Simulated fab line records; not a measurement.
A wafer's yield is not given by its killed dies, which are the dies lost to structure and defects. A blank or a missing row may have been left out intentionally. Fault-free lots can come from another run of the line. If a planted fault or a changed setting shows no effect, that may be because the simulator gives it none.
A struck lot beside a sound one    flow n5Finfet    16 steps out of a route of 1938
Sound: these wafers, L612.2, L612.3, L612.5. Struck: wafer L629.6 (L629.3, L629.5, from the same lot, were not struck and are left out); the cause is given at the end.
Each step with rows lists, per side, the tool, then ch with its chambers, then its first start. Under that, the readings that differ: sound wafers    struck wafers    difference of the means    sigmas: that difference in standard deviations of wafers without a fault.
alike: same words and numbers on both sides, and readings whose means sit less than 2 such deviations apart. not compared: any withheld reading, any reading some wafer has no value for, any bound like >300 that may hide the same value, and any number with overlapping values for which the record gives no deviation.
A row with sigmas, a row that says differs or no value, or rows on one side alone: a step with any of these is where the two part. Numbers that have no deviation but don't overlap get no sigmas and don't part them. Lack of a reading on every wafer of one side parts them only where that side has two or more wafers.

first, 2 steps without rows for these wafers: N5_BEOL_M0_TRENCH_ETCH_107 (etches SiOC in C4F6/O2, target depth 32.8 nm, time 16.4 s); N5_BEOL_M0_STRIP_142 (strips in N2/H2, time 10 s).
N5_BEOL_M0_OCD_MEAS_108:
  sound: ocd-01 at day 6 07:11; struck: ocd-01 at day 9 22:49
  alike: trenchDepthNm
then, 2 steps without rows for these wafers: N5_BEOL_M0_HM_STRIP_129 (strips TiN in peroxide tin strip, target depth 17 nm, time 108 s); N5_BEOL_M0_SRD_130 (time 30 s).
N5_BEOL_M0_ETCH_109: etches SiCN in CH3F/O2, target depth 8 nm, overetch 2.4 nm, time 27.4 s.
  sound on rieDiel-03 ch 0,1,3, day 6 07:28; struck on rieDiel-01 ch 0, day 9 23:26
  alike: drypumpMotorCurrentA, oesProductAu, rfVppV, showerheadPlenumPTorr, throttleValvePct
  not compared: rfHoursCounterH
then, 2 steps without rows for these wafers: N5_BEOL_M0_STRIP_139 (strips in post etch residue remover, time 60 s); N5_BEOL_M0_SRD_111 (time 30 s).
N5_BEOL_M0_DEGAS_112: time 60 s.
  sound: pvdSputter-01 at day 6 07:55; struck: pvdSputter-03 at day 10 00:25
  alike: heaterPowerW
N5_BEOL_M0_PRE_CLEAN_113: time 30 s.
  sound: pvdSputter-01 at day 6 07:57; struck: pvdSputter-03 at day 10 00:28
  alike: heaterPowerW
then, 1 step without rows for these wafers: N5_BEOL_M0_ALD_136 (deposits TaN, pulse time 2 s, purge time 3 s, co reactant purge time 2 s).
N5_BEOL_M0_SURFACE_TREAT_137:
  sound: pvdSputter-02 at day 6 08:22; struck: pvdSputter-03 at day 10 00:55
  not compared: throttleValvePct
N5_BEOL_M0_CVD_115: deposits Co from CCTBA/H2, time 120 s.
  sound on cvdCo-02 ch 0,1, day 6 08:32; struck on cvdCo-02 ch 1, day 10 01:00
reading         sound              struck  difference  sigmas
runLengthS (s)  142.2 143.6 143.6  215.5   +72.4       +99 or more
N5_BEOL_M0_SPUTTER_116: material Cu, target thk 4 nm, time 7.37 s.
  sound: pvdSputter-01 at day 6 08:40; struck: pvdSputter-03 at day 10 01:07
  alike: throttleValvePct
-- record jumps: 2 days separate the struck wafers' starts on either side; left off in module BEOL_M0, taken up again in module BEOL_M4, whose first shown step is the route's number 1111 --
N5_BEOL_M4_RC_MEAS_101:
  sound on prober-01 ch 0, day 7 22:24; struck on prober-02 ch 0, day 12 12:52
  alike: DIBL_N, DIBL_P, IOFF_N, IOFF_P, ION_N, ION_P, SS_N, SS_P, VT_N, VT_P
-- the record jumps here: 4 days lie between the struck wafers' starts before and after (it left off in module BEOL_M4 and takes up again in module PASSIVATION, whose first step shown is number 1936 of the route) --
N5_PASSIVATION_PROBE_49:
  sound: prober-01 at day 12 08:13; struck: prober-01 at day 16 16:26
reading                sound        struck  difference  sigmas
killed_at_M4_up        17 15 19     32      +15         +3
killedOpen             58 44 73     85      +27         +2
sort_bin_6_memory (%)  2.5 2.3 3.6  4.2     +1.4        +2
  alike: defectLimitedYield, killed_at_M0_to_M3, killedAtContacts, killedAtFrontEnd, killedAtOther, killedDies, killedShort, sort_bin_4_leakage, sort_bin_5_function, sort_bin_8_speed, sortNPass, sortYieldPct

WHERE THEY PART
At N5_BEOL_M0_CVD_115 first; at N5_PASSIVATION_PROBE_49 last (within this record only).

WHY: the cause the simulator had injected
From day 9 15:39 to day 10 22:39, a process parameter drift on cvdCo-02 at N5_BEOL_M0_CVD_115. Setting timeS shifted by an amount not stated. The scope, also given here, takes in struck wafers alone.
